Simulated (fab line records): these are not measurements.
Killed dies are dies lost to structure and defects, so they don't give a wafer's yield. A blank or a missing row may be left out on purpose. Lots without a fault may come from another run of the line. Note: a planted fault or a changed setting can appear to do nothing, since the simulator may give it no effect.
Matching of chambers -- flow n5 finfet -- N5_GATE_CUT_HM_OPEN_40 on rie diel-05 has 4 sister chambers
The step chemistry C4F6/O2, target SiO2, target depth 139 nm, time 85.1 s. 16 wafers are shown with their chamber, then 8 later ones without.

## WAFERS, EACH WITH ITS CHAMBER
wafer,chamber,rf vpp V (V),showerhead plenum p Torr (Torr),throttle valve pct (%)
L076.1,2,645,2.96,20.99
L076.2,1,677,2.75,21.41
L076.5,1,676,2.75,21.40
L077.1,1,677,2.75,21.40
L077.2,2,645,2.96,20.97
L077.3,0,695,3.01,20.97
L080.2,2,645,2.96,21.00
L080.4,1,677,2.75,21.41
L080.5,0,696,3.01,20.96
L082.1,1,677,2.74,21.42
L082.3,3,672,2.95,21.03
L082.6,2,645,2.96,21.00
L087.2,1,676,2.74,21.43
L087.3,3,673,2.94,21.03
L087.4,2,642,2.95,21.01
L088.2,0,696,3.00,21.00

SIGNATURES (averages over the wafers above)
reading,chamber 0,chamber 1,chamber 2,chamber 3,scatter within a chamber
rf vpp V,695.67,676.67,644.40,672.50,0.899
showerhead plenum p Torr,3.0067,2.7467,2.9580,2.9450,0.00524
throttle valve pct,20.9767,21.4117,20.9940,21.0300,0.0143
Rule: for a wafer and a chamber, the distance is found by dividing, reading by reading, the gap between the wafer's reading and the chamber's mean by the reading's scatter, squaring, summing and taking the root. The wafer belongs to the nearest chamber; if the next one is less than 2 further off, it can't be placed. How the scatter is found: for the shown wafers, subtract from each reading the mean of its chamber, square and add these, divide the total by (wafers less chambers), then take the root.

## WAFERS WITH NO CHAMBER GIVEN
wafer,rf vpp V (V),showerhead plenum p Torr (Torr),throttle valve pct (%)
L088.5,672,2.94,21.03
L088.6,696,3.00,21.01
L090.1,645,2.95,21.03
L090.2,676,2.74,21.44
L090.3,673,2.94,21.04
L092.1,644,2.95,21.01
L092.4,694,3.00,21.01
L092.6,677,2.74,21.43

## CHAMBER TAKEN BY EACH
wafer,from the rows above,in truth
L088.5,3,3
L088.6,0,0
L090.1,2,2
L090.2,1,1
L090.3,3,3
L092.1,2,2
L092.4,0,0
L092.6,1,1
Placed correctly: 8 of 8. Number that these rows cannot place: 0. Wrongly placed: 0.
